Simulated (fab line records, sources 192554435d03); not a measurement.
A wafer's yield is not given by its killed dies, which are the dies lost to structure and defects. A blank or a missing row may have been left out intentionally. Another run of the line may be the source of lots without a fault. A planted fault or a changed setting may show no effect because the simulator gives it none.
Split-lot trial -- flow n5-finfet -- 21 wafers read across 7 lots, on a route 1938 steps long

## THE SPLIT
At N5_SD_EPI_N_PEB_07 (peb time 60 s), the setting peb-temp-c was moved away from the recipe's 110 C on 4 of the 21 wafers read, by -3.2% to +3.0%. This setting was run at the recipe's value on the other wafers.

## FROM THE SPLIT ON TO THE READING: in between, the file shows 1 step
- N5_SD_EPI_N_DEVELOP_08: develop time 30 s

## THE READING
cd-nm at N5_SD_EPI_N_CD_MEAS_09, given in nm (cd target 120 nm). On this fab line, fault-free wafers typically give 120.0 nm with a standard deviation of 0.57 nm.

wafer,"tool, chamber at the split","peb-temp-c as run, C",against the recipe,"cd-nm, nm",against lot-mates on the recipe
L076.1,"litho-track-05, 0",110,recipe,119.2,-
L076.3,"litho-track-05, 0",110,recipe,116.3,-
L076.5,"litho-track-05, 0",110,recipe,115.6,-
L077.1,"litho-track-01, 0",110,recipe,124.9,-
L077.2,"litho-track-01, 0",106.5,-3.2%,114.8,-8.0
L077.4,"litho-track-01, 0",110,recipe,120.6,-
L081.2,"litho-track-05, 0",110,recipe,119.5,-
L081.3,"litho-track-05, 0",110,recipe,120.5,-
L081.5,"litho-track-05, 0",110,recipe,119.8,-
L086.4,"litho-track-04, 0",110,recipe,120.4,-
L086.5,"litho-track-04, 0",110,recipe,120.1,-
L086.6,"litho-track-04, 0",110,recipe,120.1,-
L092.1,"litho-track-01, 0",110,recipe,119.1,-
L092.3,"litho-track-01, 0",113.3,+3.0%,127.3,+8.0
L092.6,"litho-track-01, 0",110,recipe,119.4,-
L094.1,"litho-track-05, 0",110,recipe,124.7,-
L094.5,"litho-track-05, 0",110,recipe,124.5,-
L094.6,"litho-track-05, 0",110,recipe,120.2,-
L096.1,"litho-track-05, 0",110,recipe,122.1,-
L096.5,"litho-track-05, 0",106.9,-2.8%,113.7,-8.4
L096.6,"litho-track-05, 0",106.9,-2.8%,111.1,-11.0

THE FIT
A straight line over all 21 wafers: cd-nm changes by +2.38 nm for each +1% of peb-temp-c; r = +0.79; the points scatter about the line by 2.5 nm.
The same after taking each lot's own level away (the mean of its wafers on the recipe; 21 wafers): +2.96 nm for each +1%; r = +0.94; scatter 1.4 nm.
According to that fit, moving peb-temp-c by its largest amount changes the reading by 9.4 nm.
The span of the lots' own levels, 117.03 to 123.13 nm, comes to 10.7 times the standard deviation stated above.
So the lot-to-lot level blurs the effect unless lot-mates are compared.
Check: for one of the wafers moved furthest among these (-3.2%), held out of the fit, the line's prediction against its lot-mates is -10.2 nm. It came out at -7.95 nm against them.

## THE WHOLE CHAIN: every reading that the file lists as answering this split, in the file's order
step,what it does,reading,change (the file's fit),r (the file's)
N5_SD_EPI_N_CD_MEAS_09,target cd 120 nm,cd-nm,+2.83 nm for each +1% of the setting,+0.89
N5_SD_EPI_N_DESCUM_14,"chemistry O2, time 7.9 s","SD_EPI_N.cd-nm (the simulator's own value, which no gauge read)",+2.85 nm for each +1% of the setting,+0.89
N5_SD_EPI_N_ETCH_35,"etches SOC in N2/H2, overetch 108 nm, time 486 s","SD_EPI_N.cd-nm (the simulator's own value, which no gauge read)",+2.95 nm for each +1% of the setting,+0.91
N5_SD_EPI_N_ETCH_34,"etches SiARC in CF4, target depth 45.5 nm, time 75.8 s","SD_EPI_N.cd-nm (the simulator's own value, which no gauge read)","+3.04 nm for each +1% of the setting, in a fit together with dose-mj@SD_EPI_N_EXPOSE_06",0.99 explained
N5_SD_EPI_N_ETCHBACK_44,"etches SiNx in CH3F/O2, stops on SiO2, target depth 14.5 nm","SD_EPI_N.cd-nm (the simulator's own value, which no gauge read)","+3.07 nm for each +1% of the setting, in a fit together with dose-mj@SD_EPI_N_EXPOSE_06",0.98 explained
N5_SD_EPI_N_ETCH_45,"etches SiOCN in CH3F/O2, target depth 6 nm","SD_EPI_N.cd-nm (the simulator's own value, which no gauge read)","+3.1 nm for each +1% of the setting, in a fit together with dose-mj@SD_EPI_N_EXPOSE_06",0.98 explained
N5_SD_EPI_N_ETCH_16,"etches SiO2 in CHF3/O2, target depth 5 nm","SD_EPI_N.cd-nm (the simulator's own value, which no gauge read)","+3.11 nm for each +1% of the setting, in a fit together with dose-mj@SD_EPI_N_EXPOSE_06",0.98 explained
N5_SD_EPI_N_SD_RECESS_17,"chemistry HBr/Cl2/O2, target depth 41 nm, time 23.7 s, bt time 3 s","SD_EPI_N.cd-nm (the simulator's own value, which no gauge read)","+3.09 nm for each +1% of the setting, in a fit together with dose-mj@SD_EPI_N_EXPOSE_06",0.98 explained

## THE FILE'S OWN FIT
cd-nm changes by +2.83 nm for each +1% of peb-temp-c, r = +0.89.
